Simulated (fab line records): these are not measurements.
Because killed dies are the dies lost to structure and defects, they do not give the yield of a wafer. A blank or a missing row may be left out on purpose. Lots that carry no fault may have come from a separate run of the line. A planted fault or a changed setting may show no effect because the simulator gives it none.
Matching of chambers + flow nand_harc + 3 sister chambers for NHARC_THIN_TSV_DEP_43 on pecvd-04
The step deposits SiO2, target thk 1328.5 nm. 6 wafers are shown with their chamber, then 9 later ones without.

WAFERS, EACH WITH ITS CHAMBER
| wafer  | chamber | throttle_valve_pct (%) | flow_sccm (sccm) |
|--------|---------|------------------------|------------------|
| L328.1 | 2       | 15.7                   | 2643             |
| L327.4 | 1       | 15.5                   | 2652             |
| L327.5 | 0       | 14.9                   | 2662             |
| L329.2 | 0       | 15.1                   | 2656             |
| L329.4 | 1       | 15.7                   | 2650             |
| L329.5 | 2       | 15.9                   | 2643             |

WAFERS WHOSE CHAMBER IS MISSING
| wafer  | throttle_valve_pct (%) | flow_sccm (sccm) |
|--------|------------------------|------------------|
| L330.1 | 15.6                   | 2652             |
| L330.3 | 16.0                   | 2663             |
| L330.4 | 15.1                   | 2651             |
| L336.4 | 15.9                   | 2646             |
| L336.5 | 15.7                   | 2647             |
| L336.6 | 15.1                   | 2645             |
| L339.1 | 16.0                   | 2648             |
| L339.4 | 16.0                   | 2653             |
| L339.6 | 16.0                   | 2651             |

WHICH CHAMBER EACH WENT THROUGH
| wafer  | from the rows above          | in truth |
|--------|------------------------------|----------|
| L330.1 | 1                            | 1        |
| L330.3 | can't be placed: 1 or 0      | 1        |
| L330.4 | can't be placed: 0 or 1      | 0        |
| L336.4 | can't be placed: 2 or 1      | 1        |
| L336.5 | can't be placed: 1 or 2      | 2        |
| L336.6 | can't be placed: 1 or 2 or 0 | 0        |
| L339.1 | can't be placed: 2 or 1      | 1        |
| L339.4 | can't be placed: 1 or 2      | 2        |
| L339.6 | can't be placed: 1 or 2      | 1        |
Correctly placed: 1 of 9. Cannot be placed on the basis of these rows: 8; the candidates contain the true chamber in 8. Wrongly placed: 0.
How it was worked out, from the rows above alone: a wafer's distance from a chamber is the root of the sum, over the readings, of the square of ((its reading less the chamber's mean) divided by the reading's scatter). The wafer belongs to the nearest chamber; if the next one is less than 2 further off, it can't be placed. Each chamber's mean is taken over the wafers shown for it. The scatter: take each reading less its chamber's mean, square it, sum over the shown wafers, divide by the number of wafers less the number of chambers, and take the root.
